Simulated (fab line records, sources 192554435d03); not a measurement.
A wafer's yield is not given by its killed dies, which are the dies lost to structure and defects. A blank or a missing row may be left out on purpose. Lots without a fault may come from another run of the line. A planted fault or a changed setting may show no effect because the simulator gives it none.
Comparing a struck lot with a sound one + flow n5-finfet + 18 out of 1938 route steps
Sound: the wafers L233.1, L233.2, L233.6. Wafers L238.2, L238.3, L238.5 were the ones struck. The cause comes at the end.
Each step with rows lists, per side, the tool, then ch with its chambers, then its first start. Under that, the readings that differ: sound wafers + struck wafers + difference of the means + sigmas: that difference in standard deviations of wafers without a fault.
alike: readings with means less than 2 such deviations apart, plus words and numbers identical on both sides. not compared: withheld readings, readings lacking a value on some wafer, bounds such as >300 that could conceal the same value, and numbers that have no deviation in the record and whose values overlap.
A row with sigmas, a row that says differs or no value, or rows on one side alone: a step with any of these is where the two part. Numbers that don't overlap but have no deviation are shown without sigmas and don't part them. A reading that every wafer of one side lacks parts them only if that side has two wafers or more.

first, 7 steps without rows for these wafers: N5_BEOL_M4_COAT_76 (time 60 s, resist thk 5 nm); N5_BEOL_M4_COAT_22 (resist thk 30 nm); N5_BEOL_M4_EBR_24; N5_BEOL_M4_SOFTBAKE_23 (time 60 s); N5_BEOL_M4_EXPOSE_25 (exposes mask V3, defocus 5 nm); N5_BEOL_M4_PEB_26 (peb time 60 s); N5_BEOL_M4_DEVELOP_27 (develop time 30 s).
N5_BEOL_M4_CD_MEAS_28: target cd 26.2 nm, target cd y 24.1 nm.
  sound on cd-sem-02 ch 0, day 9 10:07; struck on cd-sem-01 ch 0, day 11 11:15
  alike: cd-nm
N5_BEOL_M4_OVL_MEAS_29:
  sound on overlay-01 ch 0, day 9 10:09; struck on overlay-02 ch 0, day 11 11:17
  alike: V3_OVL
N5_BEOL_M4_INSPECT_30: inspects for defects (brightfield).
  sound on defect-inspect-01 at day 9 10:13; struck on defect-inspect-02 at day 11 11:20
| reading          | sound       | struck      | difference | sigmas |
|------------------|-------------|-------------|------------|--------|
| raw-defect-count | 310 354 264 | 438 608 548 | +222       | +2     |
N5_BEOL_M4_DESCUM_33: chemistry O2, time 7 s.
  sound on rie-diel-06 ch 1,2,3, day 9 10:14; struck on rie-diel-02 ch 1,3, day 11 11:22
| reading                         | sound          | struck         | difference | sigmas |
|---------------------------------|----------------|----------------|------------|--------|
| showerhead-plenum-p-Torr (Torr) | 2.05 1.98 2.14 | 2.18 2.22 2.22 | +0.15      | +2     |
  alike: chamber-pressure-mTorr, drypump-motor-current-A, o2-flow-sccm, oes-product-au, rf-vpp-V, temp-c, throttle-valve-pct
  not compared: rf-hours-counter-h
N5_BEOL_M4_ETCH_77: etches underlayer in N2/H2, target depth 6.5 nm, time 5.2 s.
  sound on rie-diel-06 ch 1,2,3, day 9 10:17; struck on rie-diel-02 ch 1,3, day 11 11:24
  alike: bias-w, chamber-pressure-mTorr, drypump-motor-current-A, etch-rf-on-time-s, oes-product-au, rf-vpp-V, showerhead-plenum-p-Torr, throttle-valve-pct
  not compared: rf-hours-counter-h
N5_BEOL_M4_ETCH_69: etches SiARC in CF4, target depth 15.6 nm, time 26 s.
  sound on rie-diel-06 ch 1,2,3, day 9 10:17; struck on rie-diel-02 ch 1,3, day 11 11:25
  no value came back on the struck wafers for any of 9 readings (bias-w (W), cf4-flow-sccm (sccm) and others); on the sound wafers bias-w (W) reads 35.96 35.85 35.93
| reading                                      | sound    | struck         | difference | sigmas |
|----------------------------------------------|----------|----------------|------------|--------|
| model.CAR-EUV_of_BEOL_M4_COAT_22.thk-nm (nm) | 11 11 11 | 20.2 20.2 20.2 | +9.2       |        |
  not compared: rf-hours-counter-h
N5_BEOL_M4_ALD_98: deposits SiO2, target thk 2.5 nm, pulse time 1 s, co reactant pulse time 1 s.
  sound on ald-sin-02 ch 0,2,3, day 9 10:23; struck on ald-sin-02 ch 0,1,2, day 11 12:13
  alike: chamber-pressure-Torr, heater-power-w, precursor-pulse-height-rel
N5_BEOL_M4_ETCHBACK_99: etches SiO2 in CHF3, target depth 5 nm, time 10.4 s.
  sound on rie-diel-06 ch 2,3, day 9 13:15; struck on rie-diel-06 ch 0,2,3, day 11 12:21
| reading                                      | sound          | struck         | difference | sigmas |
|----------------------------------------------|----------------|----------------|------------|--------|
| oes-product-au (a.u.)                        | 0.68 0.71 0.71 | 0.35 0.27 0.36 | -0.37      | -4     |
| model.CAR-EUV_of_BEOL_M4_COAT_22.thk-nm (nm) | 10.4 10.2 10.4 | 19.4 19.4 19.4 | +9.1       |        |
  alike: chamber-pressure-mTorr, drypump-motor-current-A, rf-vpp-V, showerhead-plenum-p-Torr, throttle-valve-pct
  not compared: rf-hours-counter-h
N5_BEOL_M4_ETCH_70: etches SOC in N2/H2, target depth 80 nm, overetch 24 nm, time 130 s.
  sound on rie-diel-06 ch 2,3, day 9 13:17; struck on rie-diel-06 ch 0,2,3, day 11 12:23
| reading               | sound          | struck         | difference | sigmas |
|-----------------------|----------------|----------------|------------|--------|
| oes-product-au (a.u.) | 0.50 0.53 0.52 | 0.36 0.27 0.36 | -0.19      | -3     |
  alike: bias-w, chamber-pressure-mTorr, drypump-motor-current-A, rf-vpp-V, showerhead-plenum-p-Torr, temp-c, throttle-valve-pct
  not compared: rf-hours-counter-h
N5_BEOL_M4_RC_MEAS_101:
  the record has rows for the sound wafers here (prober-01 ch 0, day 9 18:53) and none for the struck ones
N5_PASSIVATION_PROBE_49:
  the record holds rows for the sound wafers here (prober-02, day 13 17:07) but none for the struck ones

== WHERE THEY PART ==
Earliest at N5_BEOL_M4_INSPECT_30; latest, in this record, at N5_PASSIVATION_PROBE_49.

WHY: what the simulator had put in
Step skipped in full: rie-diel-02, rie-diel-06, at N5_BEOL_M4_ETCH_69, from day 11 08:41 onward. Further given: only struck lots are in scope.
